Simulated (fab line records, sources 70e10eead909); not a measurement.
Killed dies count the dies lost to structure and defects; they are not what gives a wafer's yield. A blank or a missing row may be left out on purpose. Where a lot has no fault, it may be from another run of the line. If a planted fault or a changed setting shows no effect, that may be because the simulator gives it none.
fab line records | flow nand-harc | part 1 of 2: steps 1 to 22 of 36
[record] lots = 5 | wafers = 15 | last-day = 24
route steps=1159 shown P_STI@74 P_GATE@110
lots that met no fault: from a run of the same line without faults
start-h: hours from the record's first day to the start of the lot's first wafer shown | wait-h: time in hours since the lot's previous step | " repeats the value in the row above | L1.1+2: a row that stands for several wafers | - no value, or no start given | * or withheld: withheld | < > ~ a bound
route shown NAME@n: names a module that has steps shown in the file, with the first one's number in the route | usual: mean and standard deviation over wafers with no fault | same: alike in all rows | chamber/n: place in a boat | sites: per-site readings | _std_site: the standard deviation of these | _edge_site: the outer-site mean with the inner-site mean subtracted | radius-mm: how far each site lies from the wafer's centre | mask NAME#n: copy n | behind: the most recent tool/chamber to have shaped the wafer | hold: the reason the lot was held/the length of the hold in hours/how it ended | device: names the non-switching transistor (n, p or np) | end of line: the tests these same wafers got at the end of their route | where a step has no rows: the recipe by itself | killed: at the first sort, the dies lost to defects and structure; wafer yield is something else | map: the dies of a wafer, with x for killed, . for not killed, _ for no die there
set.NAME: the setting that was run; set.NAME@STEP: the one run at that earlier step | model.NAME: the simulator's own value behind a step, which no gauge read
a table for each step, a row for each wafer; lots at some steps of the route
services: the hour from which a tool's chamber was out of use, counted from the record's first day as start-h (under 0 if before that day), plus the number of hours and why
[[steps]]
[step NHARC_P_STI_DEHYDRATE_01]
[recipe] temp-c = 150 | time-s = 120
[usual] resist-line-temp-C = 22.99/0.11
lot.wafer | tool           | chamber | start-h | wait-h | resist-line-temp-C
L076.1    | litho-track-02 | 0       | 44.52   | 0.4    | 23.09
L076.3    | "              | 0       | "       | "      | 23.07
L076.4    | "              | 0       | "       | "      | 23.11
L082.1    | litho-track-02 | 0       | 82.63   | 0.4    | 22.96
L082.3    | "              | 0       | "       | "      | 22.88
L082.5    | "              | 0       | "       | "      | 22.92
L087.1    | litho-track-02 | 0       | 114.69  | 0.4    | 23.15
L087.4    | "              | 0       | "       | "      | 23.00
L087.6    | "              | 0       | "       | "      | 23.15
L093.1    | litho-track-02 | 0       | 150.11  | 0.4    | 22.99
L093.4    | "              | 0       | "       | "      | 23.06
L093.5    | "              | 0       | "       | "      | 22.92
L097.1    | litho-track-02 | 0       | 175.71  | 0.4    | 23.14
L097.4    | "              | 0       | "       | "      | 23.11
L097.6    | "              | 0       | "       | "      | 23.02
[step NHARC_P_STI_HMDS_02]
[recipe] time-s = 30
[usual] resist-line-temp-C = 23.00/0.11
lot.wafer | tool           | chamber | start-h | wait-h | resist-line-temp-C
L076.1    | litho-track-02 | 0       | -       | -      | 23.13
L076.3    | "              | 0       | "       | "      | 22.95
L076.4    | "              | 0       | "       | "      | 23.16
L082.1    | litho-track-02 | 0       | -       | -      | 23.03
L082.3    | "              | 0       | "       | "      | 22.87
L082.5    | "              | 0       | "       | "      | 22.97
L087.1    | litho-track-02 | 0       | -       | -      | 23.22
L087.4    | "              | 0       | "       | "      | 23.14
L087.6    | "              | 0       | "       | "      | 23.13
L093.1    | litho-track-02 | 0       | -       | -      | 23.13
L093.4    | "              | 0       | "       | "      | 23.16
L093.5    | "              | 0       | "       | "      | 23.10
L097.1    | litho-track-02 | 0       | -       | -      | 23.13
L097.4    | "              | 0       | "       | "      | 22.95
L097.6    | "              | 0       | "       | "      | 22.99
[step NHARC_P_STI_COAT_41]
[recipe] temp-c = 200 | time-s = 65
[usual] resist-line-temp-C = 23.02/0.09
lot.wafer | tool           | chamber | start-h | wait-h | resist-line-temp-C
L076.1    | litho-track-02 | 0       | -       | -      | 22.89
L076.3    | "              | 0       | "       | "      | 23.10
L076.4    | "              | 0       | "       | "      | 22.91
L082.1    | litho-track-02 | 0       | -       | -      | 23.16
L082.3    | "              | 0       | "       | "      | 23.02
L082.5    | "              | 0       | "       | "      | 23.05
L087.1    | litho-track-02 | 0       | -       | -      | 23.04
L087.4    | "              | 0       | "       | "      | 22.98
L087.6    | "              | 0       | "       | "      | 23.09
L093.1    | litho-track-02 | 0       | -       | -      | 22.92
L093.4    | "              | 0       | "       | "      | 23.16
L093.5    | "              | 0       | "       | "      | 22.92
L097.1    | litho-track-02 | 0       | -       | -      | 23.00
L097.4    | "              | 0       | "       | "      | 22.93
L097.6    | "              | 0       | "       | "      | 23.11
[step NHARC_P_STI_COAT_03]
[recipe] spin-rpm = 2000 | resist-thk-nm = 600
[usual] dispense-pressure-kPa = 44.9/1.3 | resist-line-temp-C = 23.02/0.11
lot.wafer | tool           | chamber | start-h | wait-h | dispense-pressure-kPa | resist-line-temp-C
L076.1    | litho-track-02 | 0       | -       | -      | 44.2                  | 22.98
L076.3    | "              | 0       | "       | "      | 44.2                  | 22.86
L076.4    | "              | 0       | "       | "      | 44.3                  | 22.92
L082.1    | litho-track-02 | 0       | -       | -      | 44.2                  | 22.84
L082.3    | "              | 0       | "       | "      | 44.2                  | 23.05
L082.5    | "              | 0       | "       | "      | 44.3                  | 23.00
L087.1    | litho-track-02 | 0       | -       | -      | 44.2                  | 23.01
L087.4    | "              | 0       | "       | "      | 44.3                  | 23.01
L087.6    | "              | 0       | "       | "      | 44.2                  | 23.00
L093.1    | litho-track-02 | 0       | -       | -      | 44.2                  | 23.14
L093.4    | "              | 0       | "       | "      | 44.2                  | 23.37
L093.5    | "              | 0       | "       | "      | 44.3                  | 23.16
L097.1    | litho-track-02 | 0       | -       | -      | 44.3                  | 22.94
L097.4    | "              | 0       | "       | "      | 44.2                  | 23.15
L097.6    | "              | 0       | "       | "      | 44.2                  | 22.90
[step NHARC_P_STI_SOFTBAKE_04]
[recipe] temp-c = 125 | time-s = 70
[usual] resist-line-temp-C = 22.99/0.11
lot.wafer | tool           | chamber | start-h | wait-h | resist-line-temp-C
L076.1    | litho-track-02 | 0       | -       | -      | 23.15
L076.3    | "              | 0       | "       | "      | 23.04
L076.4    | "              | 0       | "       | "      | 23.15
L082.1    | litho-track-02 | 0       | -       | -      | 22.92
L082.3    | "              | 0       | "       | "      | 22.89
L082.5    | "              | 0       | "       | "      | 22.75
L087.1    | litho-track-02 | 0       | -       | -      | 22.85
L087.4    | "              | 0       | "       | "      | 23.02
L087.6    | "              | 0       | "       | "      | 23.04
L093.1    | litho-track-02 | 0       | -       | -      | 23.26
L093.4    | "              | 0       | "       | "      | 23.15
L093.5    | "              | 0       | "       | "      | 23.09
L097.1    | litho-track-02 | 0       | -       | -      | 22.94
L097.4    | "              | 0       | "       | "      | 23.04
L097.6    | "              | 0       | "       | "      | 23.02
[step NHARC_P_STI_EBR_05]
[usual] resist-line-temp-C = 23.02/0.1
lot.wafer | tool           | chamber | start-h | wait-h | resist-line-temp-C
L076.1    | litho-track-02 | 0       | -       | -      | 23.06
L076.3    | "              | 0       | "       | "      | 23.04
L076.4    | "              | 0       | "       | "      | 23.09
L082.1    | litho-track-02 | 0       | -       | -      | 23.11
L082.3    | "              | 0       | "       | "      | 23.07
L082.5    | "              | 0       | "       | "      | 23.20
L087.1    | litho-track-02 | 0       | -       | -      | 23.09
L087.4    | "              | 0       | "       | "      | 23.01
L087.6    | "              | 0       | "       | "      | 22.98
L093.1    | litho-track-02 | 0       | -       | -      | 23.05
L093.4    | "              | 0       | "       | "      | 23.07
L093.5    | "              | 0       | "       | "      | 22.94
L097.1    | litho-track-02 | 0       | -       | -      | 23.07
L097.4    | "              | 0       | "       | "      | 22.90
L097.6    | "              | 0       | "       | "      | 22.96
[step NHARC_P_STI_EXPOSE_06]
[recipe] na = 0.55 | target-cd-nm = 200 | dose-mj = 37.69 | mask-id = P_STI
[usual] reticle-temp-C = 22.98/0.11
lot.wafer | tool           | chamber | start-h | wait-h | mask    | reticle-temp-C
L076.1    | krf-scanner-02 | 0       | 44.85   | -      | P_STI#0 | 22.96
L076.3    | "              | 0       | "       | "      | P_STI#0 | 23.05
L076.4    | "              | 0       | "       | "      | P_STI#0 | 23.01
L082.1    | krf-scanner-02 | 0       | 82.80   | -      | P_STI#0 | 23.02
L082.3    | "              | 0       | "       | "      | P_STI#0 | 22.92
L082.5    | "              | 0       | "       | "      | P_STI#0 | 23.07
L087.1    | krf-scanner-03 | 0       | 114.98  | -      | P_STI#0 | 22.88
L087.4    | "              | 0       | "       | "      | P_STI#0 | 23.12
L087.6    | "              | 0       | "       | "      | P_STI#0 | 23.09
L093.1    | krf-scanner-02 | 0       | 150.40  | -      | P_STI#0 | 22.75
L093.4    | "              | 0       | "       | "      | P_STI#0 | 22.79
L093.5    | "              | 0       | "       | "      | P_STI#0 | 22.85
L097.1    | krf-scanner-03 | 0       | 176.00  | -      | P_STI#0 | 23.07
L097.4    | "              | 0       | "       | "      | P_STI#0 | 22.98
L097.6    | "              | 0       | "       | "      | P_STI#0 | 22.83
[step NHARC_P_STI_PEB_07]
[recipe] peb-temp-c = 128 | peb-time-s = 80
[usual] resist-line-temp-C = 23.00/0.12
lot.wafer | tool           | chamber | start-h | wait-h | resist-line-temp-C
L076.1    | litho-track-05 | 0       | 44.92   | 0.1    | 22.94
L076.3    | "              | 0       | "       | "      | 22.91
L076.4    | "              | 0       | "       | "      | 22.87
L082.1    | litho-track-05 | 0       | 82.86   | 0.1    | 23.10
L082.3    | "              | 0       | "       | "      | 22.89
L082.5    | "              | 0       | "       | "      | 23.09
L087.1    | litho-track-05 | 0       | 115.05  | 0.1    | 23.10
L087.4    | "              | 0       | "       | "      | 23.10
L087.6    | "              | 0       | "       | "      | 23.01
L093.1    | litho-track-03 | 0       | 150.47  | 0.1    | 22.99
L093.4    | "              | 0       | "       | "      | 22.97
L093.5    | "              | 0       | "       | "      | 22.98
L097.1    | litho-track-03 | 0       | 176.07  | 0.1    | 23.04
L097.4    | "              | 0       | "       | "      | 22.91
L097.6    | "              | 0       | "       | "      | 22.92
[step NHARC_P_STI_DEVELOP_08]
[recipe] time-s = 50 | dev-temp-c = 22
[usual] resist-line-temp-C = 22.99/0.1
lot.wafer | tool           | chamber | start-h | wait-h | resist-line-temp-C
L076.1    | litho-track-05 | 0       | -       | -      | 23.10
L076.3    | "              | 0       | "       | "      | 23.02
L076.4    | "              | 0       | "       | "      | 23.14
L082.1    | litho-track-05 | 0       | -       | -      | 23.10
L082.3    | "              | 0       | "       | "      | 22.89
L082.5    | "              | 0       | "       | "      | 23.02
L087.1    | litho-track-05 | 0       | -       | -      | 22.78
L087.4    | "              | 0       | "       | "      | 22.89
L087.6    | "              | 0       | "       | "      | 22.88
L093.1    | litho-track-03 | 0       | -       | -      | 23.13
L093.4    | "              | 0       | "       | "      | 23.24
L093.5    | "              | 0       | "       | "      | 23.21
L097.1    | litho-track-03 | 0       | -       | -      | 22.93
L097.4    | "              | 0       | "       | "      | 22.80
L097.6    | "              | 0       | "       | "      | 22.98
[step NHARC_P_STI_CD_MEAS_09]
[recipe] target-cd-nm = 200 | landing-energy-ev = 500
[usual] cd-nm = 199.6/1.6
lot.wafer | tool      | chamber | start-h | wait-h | cd-nm
L076.1    | cd-sem-01 | 0       | 45.00   | -      | 201.4
L076.3    | "         | 0       | "       | "      | 203.0
L076.4    | "         | 0       | "       | "      | 203.3
L082.1    | cd-sem-03 | 0       | 82.95   | -      | 201.1
L082.3    | "         | 0       | "       | "      | 201.0
L082.5    | "         | 0       | "       | "      | 200.4
L087.1    | cd-sem-03 | 0       | 115.14  | -      | 201.8
L087.4    | "         | 0       | "       | "      | 200.2
L087.6    | "         | 0       | "       | "      | 200.7
L093.1    | cd-sem-03 | 0       | 150.56  | -      | 199.0
L093.4    | "         | 0       | "       | "      | 200.7
L093.5    | "         | 0       | "       | "      | 200.9
L097.1    | cd-sem-03 | 0       | 176.15  | -      | 199.0
L097.4    | "         | 0       | "       | "      | 197.0
L097.6    | "         | 0       | "       | "      | 197.9
[step NHARC_P_STI_OVL_MEAS_10]
[usual] overlay-x-nm = 0/3.6 | overlay-y-nm = -2/6.3
lot.wafer | tool       | chamber | start-h | wait-h | overlay-x-nm | overlay-y-nm
L076.1    | overlay-01 | -       | 45.09   | -      | -6           | -2
L076.3    | "          | -       | "       | "      | -6           | -2
L076.4    | "          | -       | "       | "      | -6           | -1
L082.1    | overlay-01 | -       | 83.04   | -      | -3           | -2
L082.3    | "          | -       | "       | "      | -3           | -3
L082.5    | "          | -       | "       | "      | -3           | -2
L087.1    | overlay-01 | -       | 115.23  | -      | -2           | 11
L087.4    | "          | -       | "       | "      | -2           | 11
L087.6    | "          | -       | "       | "      | -2           | 11
L093.1    | overlay-01 | -       | 150.66  | -      | -5           | 3
L093.4    | "          | -       | "       | "      | -4           | 2
L093.5    | "          | -       | "       | "      | -4           | 2
L097.1    | overlay-01 | -       | 176.25  | -      | 5            | -2
L097.4    | "          | -       | "       | "      | 5            | -2
L097.6    | "          | -       | "       | "      | 4            | -2
[step NHARC_P_STI_INSPECT_11]
[usual] raw-defect-count = 6/3.2
lot.wafer | tool              | chamber | start-h | wait-h | raw-defect-count
L076.1    | defect-inspect-01 | -       | 45.13   | 0.0    | 5
L076.3    | "                 | -       | "       | "      | 12
L076.4    | "                 | -       | "       | "      | 9
L082.1    | defect-inspect-02 | -       | 83.08   | 0.0    | 4
L082.3    | "                 | -       | "       | "      | 5
L082.5    | "                 | -       | "       | "      | 4
L087.1    | defect-inspect-02 | -       | 115.27  | 0.0    | 14
L087.4    | "                 | -       | "       | "      | 6
L087.6    | "                 | -       | "       | "      | 6
L093.1    | defect-inspect-02 | -       | 150.70  | 0.0    | 8
L093.4    | "                 | -       | "       | "      | 4
L093.5    | "                 | -       | "       | "      | 5
L097.1    | defect-inspect-02 | -       | 176.29  | 0.0    | 3
L097.4    | "                 | -       | "       | "      | 0
L097.6    | "                 | -       | "       | "      | 2
[step NHARC_P_STI_HARDBAKE_13]
[recipe] temp-c = 118 | time-s = 65
[usual] resist-line-temp-C = 22.99/0.11
lot.wafer | tool           | chamber | start-h | wait-h | resist-line-temp-C
L076.1    | litho-track-02 | 0       | 45.19   | 0.1    | 22.84
L076.3    | "              | 0       | "       | "      | 22.78
L076.4    | "              | 0       | "       | "      | 22.94
L082.1    | litho-track-03 | 0       | 83.14   | 0.1    | 22.92
L082.3    | "              | 0       | "       | "      | 23.00
L082.5    | "              | 0       | "       | "      | 22.99
L087.1    | litho-track-05 | 0       | 115.32  | 0.1    | 23.07
L087.4    | "              | 0       | "       | "      | 23.18
L087.6    | "              | 0       | "       | "      | 23.11
L093.1    | litho-track-03 | 0       | 150.75  | 0.1    | 23.10
L093.4    | "              | 0       | "       | "      | 23.07
L093.5    | "              | 0       | "       | "      | 23.16
L097.1    | litho-track-02 | 0       | 176.35  | 0.1    | 23.02
L097.4    | "              | 0       | "       | "      | 22.97
L097.6    | "              | 0       | "       | "      | 23.00
[step NHARC_P_STI_DESCUM_14]
[recipe] time-s = 3 | o2-flow-sccm = 200 | ar-flow-sccm = 0 | bias-power-w = 0 | chemistry = O2
[usual] chamber-pressure-mTorr = 60.00/0.051 | drypump-motor-current-A = 6.0/0.41 | mfc-ar-sccm = 0.012/0.013 | oes-product-au = 0.998/0.008 | rf-vpp-V = 58.0/0.87 | showerhead-plenum-p-Torr = 1.97/0.071 | throttle-valve-pct = 11.310/0.0088
lot.wafer | tool        | chamber | start-h | wait-h | chamber-pressure-mTorr | drypump-motor-current-A | mfc-ar-sccm | oes-product-au | rf-hours-counter-h | rf-vpp-V | showerhead-plenum-p-Torr | throttle-valve-pct
L076.3    | rie-diel-07 | 1       | 45.26   | -      | 60.10                  | 6.7                     | 0           | 1.011          | 4.5                | 57.2     | 1.95                     | 11.319
L076.4    | "           | 3       | "       | "      | 59.99                  | 6.3                     | 0.025       | 1.003          | 4.5                | 58.4     | 1.95                     | 11.296
L076.1    | "           | 0       | "       | "      | 59.98                  | 5.4                     | 0           | 0.992          | 4.7                | 57.5     | 1.80                     | 11.315
L082.1    | rie-diel-08 | 3       | 83.22   | -      | 60.00                  | 5.9                     | 0.012       | 1.004          | 3.3                | 58.5     | 1.95                     | 11.314
L082.3    | "           | 2       | "       | "      | 59.92                  | 6.3                     | 0           | 0.998          | 3.5                | 56.6     | 2.07                     | 11.309
L082.5    | "           | 3       | "       | "      | 59.98                  | 5.9                     | 0.012       | 0.992          | -                  | 57.4     | 1.95                     | 11.305
L087.1    | rie-diel-08 | 2       | 115.40  | -      | 60.04                  | 6.2                     | 0           | 0.999          | 4.3                | 57.6     | 2.07                     | 11.319
L087.4    | "           | 3       | "       | "      | 60.04                  | 5.9                     | 0.012       | 1.004          | 4.1                | 58.6     | 1.95                     | 11.304
L087.6    | "           | 2       | "       | "      | 59.99                  | 6.3                     | 0           | 0.997          | -                  | 57.0     | 2.07                     | 11.302
L093.4    | rie-diel-07 | 0       | 150.83  | -      | 59.99                  | 5.4                     | 0           | 0.999          | 2.6                | 58.4     | 1.80                     | 11.304
L093.1    | "           | 3       | "       | "      | 59.97                  | 6.3                     | 0.025       | 1.010          | 2.8                | 56.7     | 1.95                     | 11.321
L093.5    | "           | 0       | "       | "      | 60.07                  | 5.4                     | 0           | 0.991          | -                  | 56.3     | 1.80                     | 11.317
L097.1    | rie-diel-07 | 1       | 176.43  | -      | 59.98                  | 6.7                     | 0           | 0.988          | 3.1                | 58.0     | 1.95                     | 11.299
L097.4    | "           | 2       | "       | "      | 60.01                  | 5.8                     | 0.039       | 0.991          | 3.6                | 59.0     | 2.06                     | 11.305
L097.6    | "           | 2       | "       | "      | 59.92                  | 5.8                     | 0.039       | 0.994          | -                  | 58.0     | 2.06                     | 11.316
[step NHARC_P_STI_ETCH_42]
[recipe] target-depth-a = 800 | overetch-a = 240 | time-s = 61 | ion-energy-ev = 200 | n2-flow-sccm = 150 | h2-flow-sccm = 150 | ar-flow-sccm = 0 | rf-w = 400 | bias-w = 150 | chemistry = N2/H2
[usual] chamber-pressure-mTorr = 30.00/0.03 | drypump-motor-current-A = 6.1/0.4 | mfc-ar-sccm = 0.012/0.013 | n2-flow-sccm = 150.0/0.47 | oes-product-au = 1.000/0.0081 | rf-vpp-V = 432.3/2.3 | showerhead-plenum-p-Torr = 2.10/0.079 | throttle-valve-pct = 14.171/0.0092
lot.wafer | tool        | chamber | start-h | wait-h | chamber-pressure-mTorr | drypump-motor-current-A | mfc-ar-sccm | n2-flow-sccm | oes-product-au | rf-hours-counter-h | rf-vpp-V | showerhead-plenum-p-Torr | throttle-valve-pct
L076.4    | rie-diel-07 | 3       | 45.35   | 0.1    | 29.99                  | 6.3                     | 0.025       | 150.2        | 1.007          | 4.6                | 431.5    | 2.08                     | 14.177
L076.1    | "           | 1       | "       | "      | 30.00                  | 6.7                     | 0           | 150.2        | 1.008          | 4.5                | 431.0    | 2.08                     | 14.175
L076.3    | "           | 2       | "       | "      | 30.01                  | 5.8                     | 0.039       | 150.2        | 1.009          | 4.4                | 434.0    | 2.20                     | 14.173
L082.1    | rie-diel-08 | 2       | 83.31   | 0.1    | 29.98                  | 6.2                     | 0           | 150.5        | 1.001          | 3.5                | 434.8    | 2.21                     | 14.161
L082.3    | "           | 3       | "       | "      | 29.99                  | 5.9                     | 0.012       | 149.9        | 1.006          | 3.4                | 430.5    | 2.08                     | 14.184
L082.5    | "           | 1       | "       | "      | 30.02                  | 6.5                     | 0           | 149.7        | 1.010          | -                  | 431.3    | 2.14                     | 14.164
L087.4    | rie-diel-08 | 0       | 115.49  | 0.1    | 30.04                  | 6.4                     | 0.015       | 149.8        | 1.001          | 4.2                | 434.6    | 2.19                     | 14.187
L087.1    | "           | 1       | "       | "      | 29.98                  | 6.5                     | 0           | 150.4        | 0.997          | 4.3                | 433.0    | 2.14                     | 14.159
L087.6    | "           | 1       | "       | "      | 30.03                  | 6.5                     | 0           | 150.3        | 1.007          | -                  | 433.4    | 2.14                     | 14.157
L093.1    | rie-diel-07 | 1       | 150.93  | 0.1    | 30.01                  | 6.7                     | 0           | 149.6        | 0.994          | 2.2                | 431.3    | 2.08                     | 14.162
L093.4    | "           | 2       | "       | "      | 29.94                  | 5.8                     | 0.039       | 150.0        | 0.988          | 2.7                | 435.0    | 2.20                     | 14.174
L093.5    | "           | 0       | "       | "      | 30.01                  | 5.4                     | 0           | 149.8        | 1.000          | -                  | 426.5    | 1.91                     | 14.170
L097.1    | rie-diel-07 | 2       | 176.52  | 0.1    | 30.03                  | 5.8                     | 0.039       | 149.6        | 0.977          | 3.6                | 436.7    | 2.20                     | 14.172
L097.4    | "           | 0       | "       | "      | 30.04                  | 5.4                     | 0           | 149.6        | 0.994          | 3.5                | 426.2    | 1.91                     | 14.181
L097.6    | "           | 2       | "       | "      | 29.98                  | 5.8                     | 0.039       | 149.9        | 0.978          | -                  | 435.7    | 2.20                     | 14.180
[step NHARC_P_STI_ETCH_31]
[recipe] target-depth-a = 1089 | time-s = 54.5 | cf4-flow-sccm = 100 | chf3-flow-sccm = 30 | ar-flow-sccm = 0 | rf-w = 500 | bias-w = 200 | chemistry = CF4/CHF3
[usual] chamber-pressure-mTorr = 24.998/0.025 | drypump-motor-current-A = 6.0/0.4 | mfc-ar-sccm = 0.012/0.013 | oes-product-au = 0.965/0.011 | rf-vpp-V = 372.1/2.1 | showerhead-plenum-p-Torr = 1.61/0.057 | throttle-valve-pct = 16.802/0.0091
lot.wafer | tool        | chamber | start-h | wait-h | chamber-pressure-mTorr | drypump-motor-current-A | mfc-ar-sccm | oes-product-au | rf-hours-counter-h | rf-vpp-V | showerhead-plenum-p-Torr | throttle-valve-pct
L076.3    | rie-diel-07 | 3       | -       | -      | 24.977                 | 6.3                     | 0.025       | 0.959          | 4.6                | 372.0    | 1.60                     | 16.807
L076.1    | "           | 0       | "       | "      | 25.003                 | 5.4                     | 0           | 0.963          | 4.7                | 368.3    | 1.48                     | 16.816
L076.4    | "           | 1       | "       | "      | 24.988                 | 6.7                     | 0           | 0.950          | 4.6                | 371.1    | 1.60                     | 16.797
L082.3    | rie-diel-08 | 1       | -       | -      | 25.021                 | 6.5                     | 0           | 0.965          | 3.5                | 374.4    | 1.64                     | 16.791
L082.1    | "           | 3       | "       | "      | 24.992                 | 5.9                     | 0.012       | 0.956          | 3.4                | 371.4    | 1.60                     | 16.798
L082.5    | "           | 1       | "       | "      | 24.995                 | 6.5                     | 0           | 0.963          | -                  | 373.1    | 1.64                     | 16.799
L087.1    | rie-diel-08 | 1       | -       | -      | 24.990                 | 6.5                     | 0           | 0.982          | 4.3                | 375.1    | 1.64                     | 16.792
L087.4    | "           | 2       | "       | "      | 24.998                 | 6.2                     | 0           | 0.953          | 4.3                | 375.2    | 1.69                     | 16.817
L087.6    | "           | 0       | "       | "      | 25.015                 | 6.4                     | 0.015       | 0.987          | -                  | 373.9    | 1.68                     | 16.801
L093.4    | rie-diel-07 | 0       | -       | -      | 24.985                 | 5.4                     | 0           | 0.945          | 2.7                | 367.8    | 1.48                     | 16.802
L093.1    | "           | 1       | "       | "      | 24.980                 | 6.6                     | 0           | 0.958          | 2.3                | 372.3    | 1.60                     | 16.821
L093.5    | "           | 0       | "       | "      | 24.996                 | 5.4                     | 0           | 0.944          | -                  | 367.4    | 1.48                     | 16.811
L097.4    | rie-diel-07 | 0       | -       | -      | 24.984                 | 5.4                     | 0           | 0.963          | 3.5                | 367.7    | 1.48                     | 16.815
L097.1    | "           | 2       | "       | "      | 24.957                 | 5.8                     | 0.039       | 0.946          | 3.6                | 373.2    | 1.69                     | 16.795
L097.6    | "           | 3       | "       | "      | 24.983                 | 6.3                     | 0.025       | 0.976          | -                  | 369.9    | 1.60                     | 16.807
[step NHARC_P_STI_ETCH_15]
[recipe] target-depth-a = 3000 | taper-deg = 4 | time-s = 100.1 | hbr-flow-sccm = 150 | cl2-flow-sccm = 50 | rf-w = 400 | icp-w = 400 | bias-w = 100 | chemistry = HBr/Cl2
[usual] chamber-pressure-mTorr = 15.000/0.013 | drypump-motor-current-A = 5.8/0.41 | oes-product-au = 0.998/0.0071 | throttle-valve-pct = 26.405/0.0097
lot.wafer | tool      | chamber | start-h | wait-h | chamber-pressure-mTorr | drypump-motor-current-A | oes-product-au | rf-hours-counter-h | throttle-valve-pct
L076.4    | rie-si-05 | 3       | 45.55   | -      | 14.986                 | 6.0                     | 0.989          | 1.1                | 26.407
L076.3    | "         | 0       | "       | "      | 14.992                 | 4.9                     | 0.989          | 1.2                | 26.410
L076.1    | "         | 1       | "       | "      | 15.023                 | 5.7                     | 0.997          | 1.0                | 26.428
L082.3    | rie-si-01 | 2       | 83.51   | -      | 14.985                 | 6.3                     | 0.988          | 0.9                | 26.418
L082.1    | "         | 3       | "       | "      | 15.003                 | 6.0                     | 0.994          | 1.0                | 26.416
L082.5    | "         | 2       | "       | "      | 15.001                 | 6.3                     | 1.008          | -                  | 26.430
L087.1    | rie-si-01 | 2       | 115.71  | -      | 15.015                 | 6.3                     | 1.010          | 1.2                | 26.414
L087.4    | "         | 3       | "       | "      | 15.007                 | 6.0                     | 1.007          | 1.3                | 26.409
L087.6    | "         | 1       | "       | "      | 14.997                 | 5.8                     | 1.009          | -                  | 26.418
L093.4    | rie-si-01 | 1       | 151.12  | -      | 14.993                 | 5.8                     | 0.993          | 0.1                | 26.413
L093.1    | "         | 3       | "       | "      | 14.987                 | 6.0                     | 0.994          | 0.2                | 26.393
L093.5    | "         | 0       | "       | "      | 15.001                 | 5.7                     | 0.992          | -                  | 26.398
L097.1    | rie-si-04 | 3       | 176.72  | -      | 15.005                 | 6.0                     | 1.006          | 0.5                | 26.405
L097.4    | "         | 0       | "       | "      | 15.011                 | 6.7                     | 1.001          | 0.5                | 26.393
L097.6    | "         | 3       | "       | "      | 14.999                 | 6.0                     | 1.013          | -                  | 26.406
[step NHARC_P_STI_CD_MEAS_16]
[usual] cd-nm = 199.0/1.7
lot.wafer | tool      | chamber | start-h | wait-h | cd-nm
L076.1    | cd-sem-02 | -       | 45.70   | -      | 200.1
L076.3    | "         | -       | "       | "      | 202.0
L076.4    | "         | -       | "       | "      | 202.7
L082.1    | cd-sem-02 | -       | 83.65   | -      | 200.1
L082.3    | "         | -       | "       | "      | 200.0
L082.5    | "         | -       | "       | "      | 199.2
L087.1    | cd-sem-03 | -       | 115.84  | -      | 201.5
L087.4    | "         | -       | "       | "      | 200.4
L087.6    | "         | -       | "       | "      | 200.2
L093.1    | cd-sem-03 | -       | 151.27  | -      | 198.2
L093.4    | "         | -       | "       | "      | 199.8
L093.5    | "         | -       | "       | "      | 200.6
L097.1    | cd-sem-03 | -       | 176.87  | -      | 199.7
L097.4    | "         | -       | "       | "      | 197.0
L097.6    | "         | -       | "       | "      | 197.3
[step NHARC_P_STI_OCD_MEAS_17]
[usual] trench-depth-nm = 299.7/2.7 | trench-foot-cd-nm = 157.7/1.6
lot.wafer | tool   | chamber | start-h | wait-h | trench-depth-nm | trench-foot-cd-nm
L076.1    | ocd-01 | -       | 45.79   | 0.1    | 300.8           | 159.7
L076.3    | "      | -       | "       | "      | 296.2           | 161.6
L076.4    | "      | -       | "       | "      | 297.3           | 162.0
L082.1    | ocd-02 | -       | 83.74   | 0.1    | 296.9           | 159.9
L082.3    | "      | -       | "       | "      | 298.9           | 158.9
L082.5    | "      | -       | "       | "      | 298.0           | 159.1
L087.1    | ocd-02 | -       | 115.93  | 0.1    | 302.8           | 159.7
L087.4    | "      | -       | "       | "      | 301.4           | 158.1
L087.6    | "      | -       | "       | "      | 303.1           | 158.1
L093.1    | ocd-02 | -       | 151.36  | 0.1    | 299.2           | 157.9
L093.4    | "      | -       | "       | "      | 300.8           | 158.3
L093.5    | "      | -       | "       | "      | 297.1           | 159.8
L097.1    | ocd-01 | -       | 176.96  | 0.1    | 305.0           | 156.6
L097.4    | "      | -       | "       | "      | 299.0           | 155.7
L097.6    | "      | -       | "       | "      | 305.6           | 155.3
[step NHARC_P_STI_STRIP_19]
[recipe] time-s = 900 | temp-c = 130 | chemistry = SPM
lot.wafer  | tool         | chamber | start-h | wait-h
L076.1+4+3 | wet-bench-06 | 6,0,1   | 45.84   | 0.1
L082.1+3+5 | wet-bench-07 | 0,1,5   | 83.80   | 0.1
L087.1+4+6 | wet-bench-07 | 7,1,4   | 115.98  | 0.1
L093.5+1+4 | wet-bench-07 | 7,1,2   | 151.42  | 0.1
L097.4+6+1 | wet-bench-07 | 1,3,5   | 177.01  | 0.0
[step NHARC_P_STI_PRECLEAN_32]
[recipe] time-s = * | temp-c = 50 | bath-age-min = 0 | chemistry = SC1
[usual] sc1-h2o2-end-mol-l = 0.3698/0.00068
lot.wafer | tool         | chamber | start-h | wait-h | sc1-h2o2-end-mol-l
L076.1    | wet-bench-06 | 6       | -       | -      | 0.3690
L076.4    | "            | 0       | "       | "      | 0.3697
L076.3    | "            | 1       | "       | "      | 0.3694
L082.1    | wet-bench-07 | 0       | -       | -      | 0.3715
L082.3    | "            | 1       | "       | "      | 0.3699
L082.5    | "            | 5       | "       | "      | 0.3696
L087.1    | wet-bench-07 | 7       | -       | -      | 0.3703
L087.4    | "            | 1       | "       | "      | 0.3698
L087.6    | "            | 4       | "       | "      | 0.3702
L093.5    | wet-bench-07 | 7       | -       | -      | 0.3687
L093.1    | "            | 1       | "       | "      | 0.3705
L093.4    | "            | 2       | "       | "      | 0.3691
L097.4    | wet-bench-07 | 1       | -       | -      | 0.3694
L097.6    | "            | 3       | "       | "      | 0.3697
L097.1    | "            | 5       | "       | "      | 0.3692
[step NHARC_P_STI_SRD_23]
lot.wafer  | tool         | chamber | start-h | wait-h
L076.1+4+3 | wet-bench-06 | 6,0,1   | -       | -
L082.1+3+5 | wet-bench-07 | 0,1,5   | -       | -
L087.1+4+6 | wet-bench-07 | 7,1,4   | -       | -
L093.5+1+4 | wet-bench-07 | 7,1,2   | -       | -
L097.4+6+1 | wet-bench-07 | 1,3,5   | -       | -
